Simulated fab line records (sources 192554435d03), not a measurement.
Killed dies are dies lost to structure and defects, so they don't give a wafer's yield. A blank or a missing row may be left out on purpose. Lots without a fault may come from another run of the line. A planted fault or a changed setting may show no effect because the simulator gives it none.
fab line records	flow n5-finfet
record: lots: 11	wafers: 30	last-day: 19
route steps=1938 shown BEOL_M4@1103 BEOL_M5@1131
lots that met no fault: taken from a fault-free run of the same line
start-h: start of the lot's first displayed wafer, in hours after the record's first day	wait-h: hours elapsed since this lot's preceding step	" as in the row above	L1.1+2: one row covering several wafers at once	- value missing, or start not given	* or withheld: withheld	< > ~ a bound
route shown NAME@n: a module of which the file shows steps, and the number in the route of the first	usual: the fault-free wafers' mean and standard deviation	same: alike in all rows	chamber/n: place in a boat	sites: per-site readings	_std_site: how widely they spread, as a standard deviation	_edge_site: inner sites' mean taken away from outer sites' mean	radius-mm: how far each site lies from the wafer's centre	mask NAME#n: copy n	behind: the most recent tool/chamber to have shaped the wafer	hold: why the lot went on hold/how many hours it stayed there/how the hold came to an end	device: whichever transistor did not switch (one of n, p or np)	end of line: tests of these same wafers at the route's end	a step without rows: its recipe alone	killed: not the wafer's yield, but the dies lost to structure and defects at the first sort	map: a wafer's dies, x killed, . not, _ none there
set.NAME: the setting the step ran with; set.NAME@STEP: the setting that earlier step ran with	model.NAME: the simulator's own value behind a step, which no gauge read
the route's steps for a sample of lots (tables are steps, rows are wafers)
services: the hour from which a tool's chamber was out of use, counted from the record's first day as start-h (under 0 if before that day), plus the number of hours and why
== steps ==
step: N5_BEOL_M4_CMP_52
recipe: stop-on: SiOC	t-overpolish-s: 6.8	down-force-psi: 1	platen-rpm: 50	clearing-platen-down-force-psi: 1.5	clearing-platen-rpm: 50	post-cmp-clean: cu-alkaline	target-thk-nm: 40	clearing-platen-pad-velocity-m-s: 0.99484	pad-velocity-m-s: 0.99484
usual: barrier-field-endpoint-s: 24.7/0.65	motor-current-A: 6.1/0.68	overpolish-run-s: 6.802/0.0092	time-to-endpoint-s: 62.5/2.9
lot.wafer	tool	chamber	start-h	wait-h	barrier-field-endpoint-s	motor-current-A	overpolish-run-s	time-to-endpoint-s
L593.2	cmp-04	2	202.50	0.3	25.1	6.0	6.814	61.3
L593.6	"	3	"	"	24.6	6.1	6.811	58.6
L593.5	"	0	"	"	23.6	4.9	6.802	58.7
L596.3	cmp-01	0	212.49	0.2	25.2	7.1	6.814	66.1
L596.2	"	1	"	"	24.6	5.2	6.805	59.7
L596.6	"	0	"	"	26.0	6.9	6.796	66.4
L598.4	cmp-03	1	222.34	0.2	23.9	5.5	6.817	59.8
L598.1	"	3	"	"	23.4	6.0	6.813	63.9
L598.5	"	1	"	"	23.9	5.4	6.798	63.1
L599.1	cmp-01	0	225.88	0.3	25.0	6.9	6.800	64.3
L599.3	"	1	"	"	24.0	5.3	6.804	56.1
L599.6	"	3	"	"	25.6	6.8	6.800	63.8
L601.3	cmp-04	0	237.97	0.3	25.3	5.4	6.800	58.2
L601.6	"	1	"	"	24.9	6.5	6.789	59.9
L601.5	"	2	"	"	24.7	5.9	6.813	59.9
L602.2	cmp-03	2	248.56	0.2	24.3	6.7	6.822	62.8
L602.3	"	3	"	"	25.3	6.0	6.804	65.1
L602.4	"	0	"	"	26.0	6.8	6.808	64.8
L606.4	cmp-04	3	271.39	0.2	23.8	6.1	6.809	61.7
L606.6	"	2	"	"	25.9	6.0	6.798	67.5
L607.2	cmp-01	3	278.96	0.2	25.6	6.8	6.809	68.3
L607.4	"	1	"	"	25.0	5.4	6.798	61.0
L608.1	cmp-03	0	282.98	0.4	24.5	6.7	6.803	63.6
L608.6	"	2	"	"	25.0	6.2	6.797	62.9
L614.4	cmp-03	1	325.78	0.2	24.7	5.8	6.814	59.5
L614.1	"	2	"	"	24.7	6.4	6.825	62.8
L614.5	"	3	"	"	24.6	6.0	6.803	60.6
L616.3	cmp-04	1	327.28	0.2	24.2	6.7	6.801	64.3
L616.4	"	2	"	"	25.1	5.8	6.807	62.7
L616.5	"	0	"	"	25.0	5.1	6.810	60.3
step: N5_BEOL_M4_PRE_CLEAN_60
recipe: gas: NH3/H2	time-s: 15	temp-c: *	rf-power-w: 300
usual: heater-power-w: 90/19	rf-fwd-power-W: 297.0/0.87
lot.wafer	tool	chamber	start-h	wait-h	heater-power-w	rf-fwd-power-W
L593.2	cvd-co-02	1	202.71	0.0	65	297.4
L593.5	"	2	"	"	80	296.5
L593.6	"	1	"	"	66	298.1
L596.2	cvd-co-02	1	212.78	0.0	65	297.2
L596.3	"	0	"	"	86	298.0
L596.6	"	2	"	"	78	296.7
L598.1	cvd-co-02	0	222.63	0.0	87	297.6
L598.4	"	1	"	"	66	296.2
L598.5	"	0	"	"	84	297.6
L599.1	cvd-co-01	2	226.18	0.0	108	298.4
L599.3	"	0	"	"	81	296.7
L599.6	"	0	"	"	85	297.0
L601.3	cvd-co-01	0	238.18	0.0	84	294.9
L601.5	"	2	"	"	114	296.9
L601.6	"	1	"	"	116	296.8
L602.2	cvd-co-02	2	248.85	0.0	78	297.4
L602.3	"	0	"	"	85	295.9
L602.4	"	2	"	"	79	298.2
L606.4	cvd-co-01	2	271.66	0.1	109	296.2
L606.6	"	1	"	"	118	297.3
L607.2	cvd-co-02	0	279.29	0.0	84	297.4
L607.4	"	2	"	"	80	295.7
L608.1	cvd-co-01	1	283.20	0.0	118	296.6
L608.6	"	2	"	"	112	297.3
L614.1	cvd-co-02	2	326.03	0.0	80	295.7
L614.4	"	2	"	"	81	296.9
L614.5	"	1	"	"	66	297.7
L616.3	cvd-co-01	1	327.57	0.0	116	298.1
L616.4	"	0	"	"	81	295.6
L616.5	"	2	"	"	114	298.6
step: N5_BEOL_M5_ETCH_61
recipe: chemistry: CF4	target: SiARC	target-depth-a: 156	mask-material: CAR-EUV	time-s: 26	ion-energy-ev: 80	pressure-mtorr: 40	source-w: 545	bias-w: 36	Ar_flow_sccm: 100	cf4-flow-sccm: 100	ends: cleared
usual: drypump-motor-current-A: 5.7/0.54	etch-rf-on-time-s: 26.1/0.64	oes-product-au: 0.67/0.061	rf-fwd-power-W: 532.0/2.2	rf-vpp-V: 184.1/1.1	showerhead-plenum-p-Torr: 2.14/0.062	throttle-valve-pct: 15.61/0.23
lot.wafer	tool	chamber	start-h	wait-h	drypump-motor-current-A	etch-rf-on-time-s	oes-product-au	rf-fwd-power-W	rf-hours-counter-h	rf-vpp-V	showerhead-plenum-p-Torr	throttle-valve-pct
L593.2	rie-diel-01	0	206.66	0.0	6.1	26.9	0.60	534.2	181	184.3	2.13	15.83
L593.5	"	1	"	"	5.8	25.7	0.62	531.2	-	183.7	2.06	15.83
L593.6	"	0	"	"	6.1	27.2	0.60	534.6	-	184.8	2.13	15.85
L596.2	rie-diel-06	1	218.26	0.0	5.2	24.8	0.80	534.1	21	184.3	2.20	15.70
L596.3	"	0	"	"	6.6	26.7	0.76	530.3	43	184.9	2.18	15.09
L596.6	"	1	"	"	5.2	24.9	0.79	535.0	-	184.1	2.20	15.70
L598.1	rie-diel-03	3	227.14	0.0	4.7	25.8	0.65	535.9	145	183.6	2.05	15.63
L598.4	"	2	"	"	5.1	25.8	0.67	533.6	103	184.4	2.15	15.49
L598.5	"	3	"	"	4.7	25.7	0.65	537.0	-	182.1	2.05	15.61
L599.1	rie-diel-06	0	229.24	0.0	6.6	26.3	0.76	528.2	46	184.4	2.18	15.09
L599.3	"	2	"	"	6.0	26.4	0.63	532.2	170	185.0	2.23	15.69
L599.6	"	2	"	"	6.0	26.4	0.63	532.4	-	185.3	2.23	15.68
L601.3	rie-diel-03	0	243.01	0.0	5.5	26.1	0.75	530.2	32	185.5	2.18	15.46
L601.5	"	0	"	"	5.5	26.0	0.76	529.8	-	184.6	2.18	15.47
L601.6	"	1	"	"	5.0	25.3	0.68	531.7	-	183.1	2.07	15.80
L602.2	rie-diel-03	2	253.01	0.0	5.1	26.1	0.67	533.3	111	183.5	2.15	15.50
L602.3	"	3	"	"	4.7	26.0	0.65	537.2	153	183.5	2.05	15.63
L602.4	"	0	"	"	5.5	26.4	0.75	533.7	36	185.2	2.18	15.47
L606.4	rie-diel-06	2	274.76	0.0	5.9	17.0	0.80	528.4	184	184.2	2.23	15.73
L606.6	"	3	"	"	6.0	17.0	0.82	529.7	-	185.6	2.14	15.61
L607.2	rie-diel-06	3	283.58	0.0	5.9	26.5	0.63	529.8	176	184.9	2.14	15.60
L607.4	"	0	"	"	6.6	16.8	0.97	533.7	61	185.1	2.18	15.14
L608.1	rie-diel-06	1	287.95	0.0	5.2	25.0	0.76	531.8	44	184.1	2.19	15.74
L608.6	"	0	"	"	6.6	16.8	0.96	530.5	-	182.9	2.18	15.15
L614.1	rie-diel-01	2	331.33	0.0	5.8	26.7	0.63	533.6	147	185.3	2.23	15.76
L614.4	"	0	"	"	6.0	26.7	0.58	529.6	220	184.0	2.12	15.91
L614.5	"	1	"	"	5.8	25.7	0.58	530.6	-	183.1	2.04	15.89
L616.3	rie-diel-01	0	331.56	0.0	6.0	27.0	0.58	532.2	220	183.2	2.12	15.92
L616.4	"	3	"	"	6.2	25.8	0.70	530.7	88	182.7	2.07	15.32
L616.5	"	2	"	"	5.9	26.6	0.63	533.3	-	185.9	2.23	15.75
step: N5_BEOL_M5_STRIP_64
recipe: chemistry: CF4	resist: SiARC	power-w: 300	bias-power-w: 75	pressure-mtorr: 50	cf4-flow-sccm: 150	rf-frequency-hz: 6e+07
usual: drypump-motor-current-A: 5.7/0.54	oes-product-au: 0.78/0.066	rf-fwd-power-W: 292.7/0.91	rf-vpp-V: 271.1/1.4	showerhead-plenum-p-Torr: 1.79/0.05	throttle-valve-pct: 13.58/0.22
lot.wafer	tool	chamber	start-h	wait-h	drypump-motor-current-A	oes-product-au	rf-fwd-power-W	rf-hours-counter-h	rf-vpp-V	showerhead-plenum-p-Torr	throttle-valve-pct
L593.2	rie-diel-01	0	206.82	0.0	6.0	0.70	292.2	181	271.8	1.80	13.85
L593.5	"	1	"	"	5.8	0.71	291.8	-	268.0	1.72	13.81
L593.6	"	0	"	"	6.0	0.71	291.9	-	269.5	1.80	13.86
L596.2	rie-diel-06	1	218.41	0.0	5.2	0.89	292.3	21	271.0	1.83	13.57
L596.3	"	0	"	"	6.6	0.88	292.5	43	270.5	1.84	13.09
L596.6	"	1	"	"	5.2	0.90	293.5	-	271.2	1.83	13.57
L598.1	rie-diel-03	3	227.30	0.0	4.7	0.75	292.8	146	269.3	1.72	13.59
L598.4	"	2	"	"	5.1	0.78	292.8	103	271.8	1.79	13.44
L598.5	"	3	"	"	4.7	0.76	292.6	-	269.2	1.71	13.58
L599.1	rie-diel-06	0	229.39	0.0	6.6	0.89	291.5	46	271.8	1.84	13.11
L599.3	"	2	"	"	6.0	0.73	292.9	170	272.6	1.86	13.65
L599.6	"	2	"	"	6.0	0.73	291.8	-	271.4	1.86	13.65
L601.3	rie-diel-03	0	243.16	0.0	5.5	0.87	291.2	32	271.3	1.83	13.45
L601.5	"	0	"	"	5.5	0.88	292.5	-	271.1	1.83	13.43
L601.6	"	1	"	"	5.0	0.78	292.5	-	269.5	1.74	13.78
L602.2	rie-diel-03	2	253.16	0.0	5.1	0.77	291.7	111	270.1	1.79	13.43
L602.3	"	3	"	"	4.7	0.74	292.1	153	271.2	1.71	13.59
L602.4	"	0	"	"	5.5	0.87	291.7	36	270.4	1.83	13.44
L606.4	rie-diel-06	2	274.91	0.0	6.0	0.72	292.1	184	273.7	1.86	13.65
L606.6	"	3	"	"	6.0	0.74	293.4	-	269.0	1.80	13.61
L607.2	rie-diel-06	3	283.73	0.0	6.0	0.74	293.3	176	270.1	1.80	13.63
L607.4	"	0	"	"	6.6	0.86	292.8	61	271.8	1.83	13.13
L608.1	rie-diel-06	1	288.11	0.0	5.2	0.85	295.0	44	270.8	1.82	13.61
L608.6	"	0	"	"	6.6	0.85	293.1	-	272.1	1.83	13.16
L614.1	rie-diel-01	2	331.49	0.0	5.8	0.74	292.8	147	271.7	1.87	13.74
L614.4	"	0	"	"	6.0	0.67	291.2	220	272.5	1.78	13.95
L614.5	"	1	"	"	5.8	0.68	292.6	-	269.5	1.71	13.90
L616.3	rie-diel-01	0	331.72	0.0	6.0	0.68	292.7	220	271.0	1.78	13.94
L616.4	"	3	"	"	6.2	0.80	293.4	88	269.9	1.74	13.33
L616.5	"	2	"	"	5.8	0.74	293.6	-	272.5	1.87	13.73
== services ==
tool	chamber	start-h	hours	kind
cmp-04	-	189.57	3.7	pm
cmp-03	-	200.62	13.4	pm
cvd-co-02	-	214.02	0.4	repair
rie-diel-06	2	224.10	3.8	repair
cmp-03	-	237.49	1.0	repair
cmp-01	-	239.06	4.0	pm
cmp-03	-	240.40	3.9	pm
cmp-01	-	248.53	5.0	repair
cmp-03	-	250.66	1.3	repair
cvd-co-01	2	254.90	3.5	repair
cvd-co-02	-	255.23	0.4	repair
rie-diel-03	2	257.70	2.6	repair
cmp-01	-	263.05	14.3	pm
cmp-03	-	275.55	2.8	repair
rie-diel-03	-	281.46	14.6	pm
cmp-04	-	296.05	0.3	repair
cmp-01	-	300.84	1.5	repair
cvd-co-02	-	305.78	6.9	pm
cmp-03	-	311.47	1.6	repair
cmp-04	-	315.94	0.9	repair
cvd-co-01	-	321.62	1.0	repair
cmp-04	-	322.00	0.2	repair
cmp-03	-	326.61	2.4	repair
cmp-03	-	329.16	4.2	pm
== key ==
first-sign: step: N5_BEOL_M5_ETCH_61	reading: etch-rf-on-time-s	direction: down	sigmas: 14	usual: *	struck: *
effect: step: N5_BEOL_M5_ETCH_61	reading: oes-product-au	direction: up	sigmas: 3.5	usual: 0.67	struck: 0.89
met-at N5_BEOL_M5_ETCH_61
struck-lots L606,L607,L608
struck-wafers L606.4,L606.6,L607.4,L608.6
not-acting-at N5_BEOL_M4_CMP_52,N5_BEOL_M4_PRE_CLEAN_60,N5_BEOL_M5_STRIP_64
onset-between 229.24 274.76
fault: kind: process-parameter-drift	tool: rie-diel-06	chamber: -	onset-h: 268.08	steps: N5_BEOL_M5_ETCH_61	channel: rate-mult	offset: 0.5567	shape: step	end-h: 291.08	scope: struck-wafers-only
